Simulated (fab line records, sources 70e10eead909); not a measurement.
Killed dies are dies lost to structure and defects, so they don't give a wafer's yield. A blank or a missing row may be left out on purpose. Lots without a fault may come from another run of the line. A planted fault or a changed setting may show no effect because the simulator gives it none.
fab line records | flow nand_harc | part 1 of 2: steps 1 to 23 of 36
record lots=5 wafers=15 last_day=23
route steps=1159 shown A_M1@1034 A_BONDPAD@1059
lots that met no fault: from a run of the same line without faults
start_h: hours from the record's first day to the start of the lot's first wafer shown | wait_h: hours since the lot's step before | " the same as in the row above | L1.1+2: a row that stands for several wafers | - no value, or no start given | * or withheld: withheld | < > ~ a bound
route shown NAME@n: a module of which the file shows steps, and the number in the route of the first | usual: mean/standard deviation of fault-free wafers | same: alike in all rows | chamber/n: place in a boat | sites: the reading at each site | _std_site: their standard deviation | _edge_site: outer sites' mean less inner sites' | radius_mm: how far each site lies from the wafer's centre | mask NAME#n: copy n | behind: the tool/chamber that last shaped the wafer | hold: why the lot was held/for how many hours/how that ended | device: the transistor (n, p or np) that didn't switch | end of line: the same wafers' tests at the end of the route | a step without rows: its recipe alone | killed: dies lost to structure and defects at the first sort, not the wafer's yield | map: a wafer's dies, x killed, . not, _ none there
set.NAME: the setting as run; set.NAME@STEP: as run at that earlier step | model.NAME: the simulator's own value behind a step, which no gauge read
lots at some steps of the route; a table a step, a row a wafer
services: from which hour (start_h, from the record's first day; less than 0 if before it) a tool's chamber was out of use, for how many hours, and why
## steps
# step NHARC_A_M1_PEB_07
# recipe peb_temp_c=100 peb_time_s=65
# usual heater_power_total_W=156.6/0.41
# columns lot.wafer tool chamber start_h wait_h heater_power_total_W
L075.1 litho_track-06 0 411.79 0.1 156.3
L075.2 " 0 " " 157.1
L075.3 " 0 " " 157.1
L076.3 litho_track-01 0 411.99 0.1 157.2
L076.4 " 0 " " 157.1
L076.6 " 0 " " 157.1
L082.4 litho_track-06 0 461.75 0.0 156.4
L082.5 " 0 " " 156.8
L082.6 " 0 " " 157.2
L090.3 litho_track-01 0 511.53 0.0 156.6
L090.5 " 0 " " 157.2
L090.6 " 0 " " 156.3
L089.3 litho_track-04 0 513.27 0.0 156.7
L089.4 " 0 " " 157.1
L089.6 " 0 " " 156.7
# step NHARC_A_M1_DEVELOP_08
# recipe develop_time_s=35 dev_temp_c=23
# same develop_time_s=35
# columns lot.wafer tool chamber start_h wait_h
L075.1+2+3 litho_track-06 0 - -
L076.3+4+6 litho_track-01 0 - -
L082.4+5+6 litho_track-06 0 - -
L090.3+5+6 litho_track-01 0 - -
L089.3+4+6 litho_track-04 0 - -
# step NHARC_A_M1_CD_MEAS_09
# recipe target_cd_nm=120 landing_energy_ev=500
# usual cd_nm=120.3/0.6
# columns lot.wafer tool chamber start_h wait_h cd_nm
L075.1 cd_sem-02 0 411.87 - 120.1
L075.2 " 0 " " 120.5
L075.3 " 0 " " 120.1
L076.3 cd_sem-01 0 412.07 - 119.6
L076.4 " 0 " " 121.5
L076.6 " 0 " " 121.6
L082.4 cd_sem-01 0 461.83 - 121.0
L082.5 " 0 " " 120.3
L082.6 " 0 " " 120.2
L090.3 cd_sem-02 0 511.61 - 121.2
L090.5 " 0 " " 120.6
L090.6 " 0 " " 121.2
L089.3 cd_sem-02 0 513.35 - 120.2
L089.4 " 0 " " 120.0
L089.6 " 0 " " 119.2
# step NHARC_A_M1_OVL_MEAS_10
# recipe pitch_nm=240
# usual overlay_x_nm=-0.1/0.89 overlay_y_nm=0.2/1
# columns lot.wafer tool chamber start_h wait_h overlay_x_nm overlay_y_nm
L075.1 overlay-02 - 411.96 - 0.6 -0.9
L075.2 " - " " 0.6 -1.0
L075.3 " - " " 0.1 -0.3
L076.3 overlay-01 - 412.16 - -0.3 0.2
L076.4 " - " " -0.4 0.4
L076.6 " - " " -0.7 0.1
L082.4 overlay-01 - 461.91 - -0.6 -0.6
L082.5 " - " " -0.8 -0.8
L082.6 " - " " -1.0 -0.8
L090.3 overlay-02 - 511.71 - 1.6 0.1
L090.5 " - " " 1.5 -0.4
L090.6 " - " " 1.8 -0.2
L089.3 overlay-02 - 513.43 - -0.3 0.8
L089.4 " - " " 0.6 0.6
L089.6 " - " " -0.2 0.0
# step NHARC_A_M1_INSPECT_11
# usual raw_defect_count=33/16
# columns lot.wafer tool chamber start_h wait_h raw_defect_count
L075.1 defect_inspect-01 - 412.00 0.0 12
L075.2 " - " " 17
L075.3 " - " " 18
L076.3 defect_inspect-02 - 412.20 0.0 36
L076.4 " - " " 32
L076.6 " - " " 26
L082.4 defect_inspect-01 - 461.95 0.0 41
L082.5 " - " " 39
L082.6 " - " " 37
L090.3 defect_inspect-02 - 511.74 0.0 49
L090.5 " - " " 50
L090.6 " - " " 32
L089.3 defect_inspect-02 - 513.47 0.0 14
L089.4 " - " " 14
L089.6 " - " " 16
# step NHARC_A_M1_DESCUM_14
# recipe time_s=3 o2_flow_sccm=200 ar_flow_sccm=0 bias_power_w=0 chemistry=O2
# usual drypump_motor_current_A=5.6/0.46 oes_product_au=1.000/0.0079 rf_vpp_V=57.8/0.9 showerhead_plenum_p_Torr=1.93/0.092 throttle_valve_pct=11.310/0.0098
# columns lot.wafer tool chamber start_h wait_h drypump_motor_current_A oes_product_au rf_hours_counter_h rf_vpp_V showerhead_plenum_p_Torr throttle_valve_pct
L075.3 rie_diel-10 3 412.07 0.1 5.9 1.007 1 57.5 1.94 11.313
L075.1 " 0 " " 5.2 0.995 1 57.2 1.81 11.330
L075.2 " 1 " " 5.5 0.999 1 55.8 1.84 11.320
L076.4 rie_diel-10 0 412.28 0.1 5.2 1.003 1 56.2 1.81 11.324
L076.3 " 2 " " 5.2 1.013 1 59.0 2.04 11.323
L076.6 " 0 " " 5.2 1.003 - 57.0 1.81 11.329
L082.4 rie_diel-10 1 462.01 0.1 5.5 0.998 2 57.8 1.84 11.308
L082.5 " 1 " " 5.5 0.992 - 56.6 1.84 11.324
L082.6 " 2 " " 5.3 1.008 - 58.5 2.04 11.315
L090.3 rie_diel-12 1 511.82 0.1 6.3 1.007 10 58.5 2.04 11.312
L090.6 " 3 " " 5.0 0.990 - 56.2 1.82 11.307
L090.5 " 0 " " 6.5 1.008 - 59.3 2.05 11.295
L089.3 rie_diel-07 3 513.53 0.1 6.2 0.993 4 58.0 1.79 11.315
L089.4 " 1 " " 4.9 0.994 4 58.5 1.94 11.337
L089.6 " 3 " " 6.3 1.001 - 56.4 1.79 11.301
# step NHARC_A_M1_ETCH_35
# recipe target_depth_a=400 overetch_a=120 time_s=43.94 ion_energy_ev=200 n2_flow_sccm=150 h2_flow_sccm=150 ar_flow_sccm=0 rf_w=400 bias_w=150 chemistry=N2/H2
# usual drypump_motor_current_A=5.7/0.45 oes_product_au=0.998/0.0079 rf_vpp_V=431.0/2.9 showerhead_plenum_p_Torr=2.05/0.1 throttle_valve_pct=14.170/0.0093
# columns lot.wafer tool chamber start_h wait_h drypump_motor_current_A oes_product_au rf_hours_counter_h rf_vpp_V showerhead_plenum_p_Torr throttle_valve_pct
L075.1 rie_diel-10 3 412.15 0.1 5.9 1.000 1 431.8 2.07 14.178
L075.3 " 0 " " 5.2 0.988 1 429.0 1.92 14.171
L075.2 " 1 " " 5.5 0.982 1 429.0 1.96 14.169
L076.3 rie_diel-10 2 412.37 0.1 5.3 0.996 1 433.8 2.18 14.181
L076.4 " 0 " " 5.2 0.988 1 427.4 1.92 14.178
L076.6 " 1 " " 5.5 0.992 - 429.8 1.96 14.166
L082.4 rie_diel-10 2 462.11 0.1 5.4 1.006 2 435.0 2.18 14.160
L082.5 " 3 " " 5.9 1.017 - 431.9 2.06 14.173
L082.6 " 0 " " 5.2 0.996 - 429.1 1.92 14.176
L090.3 rie_diel-12 3 511.90 0.1 5.0 0.991 10 426.2 1.93 14.174
L090.6 " 1 " " 6.3 1.005 - 435.1 2.18 14.182
L090.5 " 2 " " 5.8 0.997 - 433.6 2.20 14.170
L089.4 rie_diel-07 1 513.62 0.1 4.9 0.985 4 431.8 2.06 14.163
L089.3 " 3 " " 6.3 0.983 4 425.5 1.90 14.171
L089.6 " 1 " " 4.9 1.003 - 431.5 2.06 14.164
# step NHARC_A_M1_ETCH_15
# recipe target_depth_a=1825 time_s=91.2 c4f8_flow_sccm=withheld ar_flow_sccm=400 rf_w=600 bias_w=300 chemistry=C4F8/Ar
# usual oes_product_au=0.954/0.022 rf_vpp_V=441.0/2.9
# columns lot.wafer tool chamber start_h wait_h oes_product_au rf_hours_counter_h rf_vpp_V
L075.3 rie_diel-10 0 - - 0.926 1 437.0
L075.1 " 2 " " 0.922 1 445.0
L075.2 " 3 " " 0.938 1 440.0
L076.4 rie_diel-10 0 - - 0.936 1 438.7
L076.3 " 3 " " 0.965 1 441.6
L076.6 " 0 " " 0.938 - 437.2
L082.4 rie_diel-10 0 - - 0.954 2 438.1
L082.6 " 0 " " 0.949 - 437.1
L082.5 " 1 " " 0.934 - 439.3
L090.3 rie_diel-12 3 - - 0.932 11 437.6
L090.5 " 2 " " 0.922 - 446.2
L090.6 " 3 " " 0.916 - 438.7
L089.3 rie_diel-07 1 - - 0.942 4 440.4
L089.4 " 2 " " 0.953 4 441.8
L089.6 " 1 " " 0.954 - 441.0
# step NHARC_A_M1_CD_MEAS_16
# usual cd_nm=120.3/0.9
# columns lot.wafer tool chamber start_h wait_h cd_nm
L075.1 cd_sem-01 - 412.36 - 121.3
L075.2 " - " " 120.9
L075.3 " - " " 120.5
L076.3 cd_sem-02 - 412.59 - 119.4
L076.4 " - " " 122.7
L076.6 " - " " 121.5
L082.4 cd_sem-02 - 462.32 - 120.8
L082.5 " - " " 120.6
L082.6 " - " " 120.3
L090.3 cd_sem-01 - 512.11 - 121.3
L090.5 " - " " 120.7
L090.6 " - " " 121.1
L089.3 cd_sem-02 - 513.84 - 119.3
L089.4 " - " " 120.1
L089.6 " - " " 118.1
# step NHARC_A_M1_STRIP_18
# recipe power_w=1000 n2_flow_sccm=150 h2_flow_sccm=150 ar_flow_sccm=0 bias_w=0 chemistry=N2/H2
# usual drypump_motor_current_A=5.7/0.47 oes_product_au=0.999/0.008 rf_vpp_V=90.7/1 showerhead_plenum_p_Torr=2.06/0.1 throttle_valve_pct=14.172/0.0086
# columns lot.wafer tool chamber start_h wait_h drypump_motor_current_A oes_product_au rf_hours_counter_h rf_vpp_V showerhead_plenum_p_Torr throttle_valve_pct
L075.2 rie_diel-12 3 412.44 0.1 5.0 1.012 3 89.1 1.94 14.170
L075.3 " 1 " " 6.3 0.992 2 92.4 2.18 14.180
L075.1 " 2 " " 5.8 0.998 3 90.6 2.20 14.174
L076.4 rie_diel-10 2 412.66 0.1 5.3 1.003 1 92.2 2.18 14.175
L076.3 " 1 " " 5.5 0.986 1 90.7 1.96 14.169
L076.6 " 3 " " 5.9 1.017 - 92.2 2.06 14.191
L082.4 rie_diel-07 3 462.42 0.1 6.3 0.996 2 90.3 1.90 14.158
L082.6 " 2 " " 5.8 1.001 - 91.4 2.08 14.162
L082.5 " 3 " " 6.3 0.998 - 90.3 1.90 14.172
L090.3 rie_diel-10 3 512.26 0.1 5.9 1.011 3 91.3 2.06 14.178
L090.6 " 0 " " 5.2 1.000 - 88.6 1.92 14.179
L090.5 " 1 " " 5.5 0.986 - 92.0 1.96 14.172
L089.3 rie_diel-10 0 513.93 0.1 5.2 0.997 3 89.6 1.92 14.174
L089.4 " 1 " " 5.5 0.990 4 90.4 1.96 14.178
L089.6 " 0 " " 5.2 0.998 - 90.6 1.92 14.169
# step NHARC_A_M1_ETCH_28
# recipe target_depth_a=300 over_etch_frac=0.3 time_s=72.99 ion_energy_ev=150 cf4_flow_sccm=50 n2_flow_sccm=100 ar_flow_sccm=150 rf_w=300 bias_w=100 chemistry=CF4/N2
# usual drypump_motor_current_A=5.7/0.47 oes_product_au=0.998/0.0079 rf_vpp_V=314.5/2.2 showerhead_plenum_p_Torr=2.65/0.13 throttle_valve_pct=19.795/0.0089
# columns lot.wafer tool chamber start_h wait_h drypump_motor_current_A oes_product_au rf_hours_counter_h rf_vpp_V showerhead_plenum_p_Torr throttle_valve_pct
L076.4 rie_diel-10 3 - - 6.0 1.009 1 315.3 2.66 19.808
L076.3 " 2 " " 5.3 1.011 1 316.8 2.79 19.799
L076.6 " 3 " " 5.9 1.008 - 315.6 2.66 19.788
L075.3 rie_diel-12 2 - - 5.8 0.995 3 318.5 2.82 19.802
L075.1 " 3 " " 5.0 0.999 3 312.3 2.50 19.794
L075.2 " 0 " " 6.5 0.995 3 315.6 2.81 19.799
L082.4 rie_diel-07 3 - - 6.3 0.980 2 310.9 2.46 19.778
L082.6 " 2 " " 5.8 0.997 - 314.2 2.67 19.784
L082.5 " 3 " " 6.2 0.995 - 310.4 2.46 19.809
L090.3 rie_diel-10 3 - - 6.0 1.020 3 313.6 2.65 19.786
L090.5 " 1 " " 5.5 0.991 - 311.9 2.53 19.809
L090.6 " 2 " " 5.3 1.010 - 318.0 2.79 19.799
L089.3 rie_diel-10 2 - - 5.3 1.005 4 316.7 2.79 19.792
L089.4 " 0 " " 5.2 0.994 3 311.8 2.49 19.807
L089.6 " 3 " " 5.9 0.997 - 314.1 2.65 19.808
# step NHARC_A_M1_STRIP_19
# recipe time_s=600 temp_c=30 chemistry=post_etch_residue_remover
# columns lot.wafer tool chamber start_h wait_h
L076.6+3+4 wet_bench-10 1,2,3 413.08 -
L075.2+1+3 wet_bench-10 4,5,6 413.23 -
L082.4+6+5 wet_bench-08 0,1,2 462.77 -
L090.6+3+5 wet_bench-10 6,0,3 512.56 -
L089.6+4+3 wet_bench-10 2,4,5 514.37 -
# step NHARC_A_M1_DEGAS_29
# recipe temp_c=250 time_s=60
# usual heater_power_w=329/33
# columns lot.wafer tool chamber start_h wait_h heater_power_w
L076.3 pvd_sputter-03 - 413.35 - 343
L076.4 " - " " 269
L076.6 " - " " 357
L075.2 pvd_sputter-02 - 413.50 - 269
L075.1 " - " " 318
L075.3 " - " " 355
L082.4 pvd_sputter-02 - 463.03 - 365
L082.5 " - " " 348
L082.6 " - " " 311
L090.3 pvd_sputter-02 - 512.84 - 267
L090.5 " - " " 359
L090.6 " - " " 314
L089.3 pvd_sputter-03 - 514.65 - 279
L089.4 " - " " 352
L089.6 " - " " 330
# step NHARC_A_M1_PRE_CLEAN_30
# recipe time_s=30 temp_c=280 gas=H2/He
# usual heater_power_w=403/40
# columns lot.wafer tool chamber start_h wait_h heater_power_w
L076.3 pvd_sputter-03 - - - 436
L076.4 " - " " 443
L076.6 " - " " 431
L075.2 pvd_sputter-02 - - - 390
L075.3 " - " " 323
L075.1 " - " " 382
L082.4 pvd_sputter-02 - - - 314
L082.6 " - " " 378
L082.5 " - " " 426
L090.3 pvd_sputter-02 - - - 378
L090.6 " - " " 314
L090.5 " - " " 382
L089.3 pvd_sputter-03 - - - 333
L089.4 " - " " 414
L089.6 " - " " 338
# step NHARC_A_M1_PVD_20
# recipe target_thk_a=50 bias_v=168.6 power_w=15000 chamber_pressure_pa=0.12 time_s=8.06 substrate_temp_c=50 material=TaN
# usual substrate_temp_c=49.99/0.12 throttle_valve_pct=30.1/0.83
# columns lot.wafer tool chamber start_h wait_h substrate_temp_c throttle_valve_pct
L076.3 pvd_sputter-03 - - - 50.09 29.8
L076.4 " - " " 49.98 29.3
L076.6 " - " " 50.08 29.5
L075.3 pvd_sputter-02 - - - 50.03 30.4
L075.2 " - " " 50.21 30.4
L075.1 " - " " 49.90 28.6
L082.4 pvd_sputter-02 - - - 49.85 30.5
L082.6 " - " " 50.12 28.7
L082.5 " - " " 49.89 30.4
L090.3 pvd_sputter-02 - - - 49.78 30.2
L090.6 " - " " 50.08 30.0
L090.5 " - " " 50.04 30.6
L089.4 pvd_sputter-03 - - - 50.11 29.4
L089.3 " - " " 49.81 30.8
L089.6 " - " " 50.16 30.2
# step NHARC_A_M1_PVD_21
# recipe target_thk_a=300 chamber_pressure_pa=5 power_w=5000 substrate_temp_c=30 time_s=20.49 material=Cu
# usual substrate_temp_c=30.01/0.13 throttle_valve_pct=30.2/0.84
# columns lot.wafer tool chamber start_h wait_h substrate_temp_c throttle_valve_pct
L076.4 pvd_sputter-03 - - - 30.08 30.5
L076.3 " - " " 30.07 30.2
L076.6 " - " " 30.05 29.5
L075.1 pvd_sputter-02 - - - 29.84 30.2
L075.3 " - " " 30.03 30.2
L075.2 " - " " 30.22 30.6
L082.4 pvd_sputter-02 - - - 29.79 30.3
L082.5 " - " " 29.89 28.7
L082.6 " - " " 29.90 30.5
L090.3 pvd_sputter-02 - - - 29.95 30.4
L090.6 " - " " 30.25 30.3
L090.5 " - " " 29.92 30.2
L089.3 pvd_sputter-03 - - - 30.17 31.0
L089.4 " - " " 30.08 30.3
L089.6 " - " " 30.09 30.2
# step NHARC_A_M1_ECD_22
# recipe target_thk_a=4000 bath_temp_c=25 material=Cu
# columns lot.wafer tool chamber start_h wait_h
L076.4+3+6 ecd_cu-02 1,0,1 413.81 -
L075.2+1+3 ecd_cu-01 0,1,1 413.85 -
L082.4+6+5 ecd_cu-01 1,0,1 463.54 -
L090.3+5+6 ecd_cu-02 1,1,0 513.29 -
L089.4+3+6 ecd_cu-01 0,1,1 515.10 -
# step NHARC_A_M1_ANNEAL_31
# recipe temp_c=225 time_s=90
# usual anneal_temp_c_max=226.04/0.29 wafer_temp_C_max=225.96/0.26
# columns lot.wafer tool chamber start_h wait_h anneal_temp_c_max wafer_temp_C_max
L076.3 rtp_anneal-02 0 414.19 - 226.06 225.80
L076.4 " 0 " " 226.12 225.76
L076.6 " 0 " " 226.02 225.92
L075.1 rtp_anneal-01 0 414.22 - 225.89 225.84
L075.2 " 0 " " 225.65 225.77
L075.3 " 0 " " 225.95 225.48
L082.4 rtp_anneal-02 0 463.92 0.3 225.96 225.72
L082.5 " 0 " " 226.87 226.04
L082.6 " 0 " " 225.82 225.98
L090.3 rtp_anneal-01 0 513.70 0.4 226.18 225.81
L090.5 " 0 " " 226.18 226.10
L090.6 " 0 " " 225.99 225.79
L089.3 rtp_anneal-02 0 515.55 0.3 226.11 226.16
L089.4 " 0 " " 225.94 225.74
L089.6 " 0 " " 225.86 225.90
# step NHARC_A_M1_CMP_23
# recipe t_overpolish_s=20 target_thk_nm=154.34
# usual motor_current_A=11.9/0.99 slurry_flow_ml_min=150.0/0.46 time_to_endpoint_s=29.7/2.3
# columns lot.wafer tool chamber start_h wait_h motor_current_A slurry_flow_ml_min time_to_endpoint_s
L076.3 cmp-01 3 414.48 - 11.8 150.2 29.6
L076.4 " 0 " " 11.8 150.4 29.7
L076.6 " 3 " " 12.2 150.0 27.4
L075.1 cmp-02 0 414.56 - 9.7 150.1 28.1
L075.2 " 1 " " 12.9 149.2 29.4
L075.3 " 2 " " 12.2 150.1 30.2
L082.4 cmp-04 3 464.17 - 11.7 150.3 28.4
L082.5 " 1 " " 11.4 149.9 28.9
L082.6 " 2 " " 11.9 149.4 31.1
L090.3 cmp-02 3 513.97 - 13.0 150.4 34.6
L090.6 " 2 " " 11.5 150.0 34.0
L090.5 " 3 " " 12.8 150.1 35.1
L089.3 cmp-01 0 515.82 - 11.5 150.1 28.5
L089.4 " 2 " " 10.7 150.0 28.3
L089.6 " 0 " " 11.8 150.6 29.3
# step NHARC_A_M1_THK_MEAS_24
# recipe thk_meas_gauge=xrf
# usual thk_nm=154.6/1.4
# columns lot.wafer tool chamber start_h wait_h thk_nm
L076.3 film_metro-02 - 414.77 - 155.3
L076.4 " - " " 154.4
L076.6 " - " " 152.6
L075.1 film_metro-02 - 414.88 - 155.3
L075.2 " - " " 154.5
L075.3 " - " " 155.4
L082.4 film_metro-02 - 464.43 - 152.2
L082.5 " - " " 153.0
L082.6 " - " " 154.8
L090.3 film_metro-02 - 514.26 - 155.6
L090.5 " - " " 156.7
L090.6 " - " " 156.7
L089.3 film_metro-01 - 516.11 - 154.6
L089.4 " - " " 154.7
L089.6 " - " " 153.2
# step NHARC_A_M1_SRD_25
# columns lot.wafer tool chamber start_h wait_h
L076.4+3+6 wet_bench-10 1,3,4 414.81 0.0
L075.1+2+3 wet_bench-10 0,1,3 414.92 0.0
L082.6+5+4 wet_bench-08 2,5,6 464.47 0.0
L090.5+3+6 wet_bench-10 7,2,4 514.30 0.0
L089.4+6+3 wet_bench-08 6,7,0 516.16 0.0
# step NHARC_A_M1_INSPECT_27
# usual raw_defect_count=468/130
# columns lot.wafer tool chamber start_h wait_h raw_defect_count
L076.3 defect_inspect-01 - 414.94 0.1 495
L076.4 " - " " 538
L076.6 " - " " 455
L075.1 defect_inspect-02 - 415.03 0.0 322
L075.2 " - " " 368
L075.3 " - " " 411
L082.4 defect_inspect-02 - 464.59 0.0 460
L082.5 " - " " 275
L082.6 " - " " 412
L090.3 defect_inspect-01 - 514.41 0.0 478
L090.5 " - " " 377
L090.6 " - " " 287
L089.3 defect_inspect-01 - 516.27 0.0 240
L089.4 " - " " 304
L089.6 " - " " 249
# step NHARC_A_M1_PRE_CLEAN_32
# recipe time_s=12 temp_c=370 rf_power_w=300 gas=NH3
# usual heater_power_w=621/93
# columns lot.wafer tool chamber start_h wait_h heater_power_w since_wet_clean_h
L076.3 pecvd-01 0 415.01 0.1 808 165
L076.6 " 1 " " 601 -
L076.4 " 2 " " 718 -
L075.1 pecvd-03 1 415.25 0.2 536 110
L075.3 " 2 " " 491 110
L075.2 " 0 " " 711 110
L082.5 pecvd-03 1 464.69 0.1 630 -
L082.4 " 2 " " 496 -
L082.6 " 0 " " 776 -
L090.3 pecvd-03 0 514.49 0.1 741 28
L090.5 " 0 " " 732 -
L090.6 " 1 " " 619 -
L089.3 pecvd-01 0 517.04 0.8 737 86
L089.4 " 1 " " 590 -
L089.6 " 2 " " 656 -
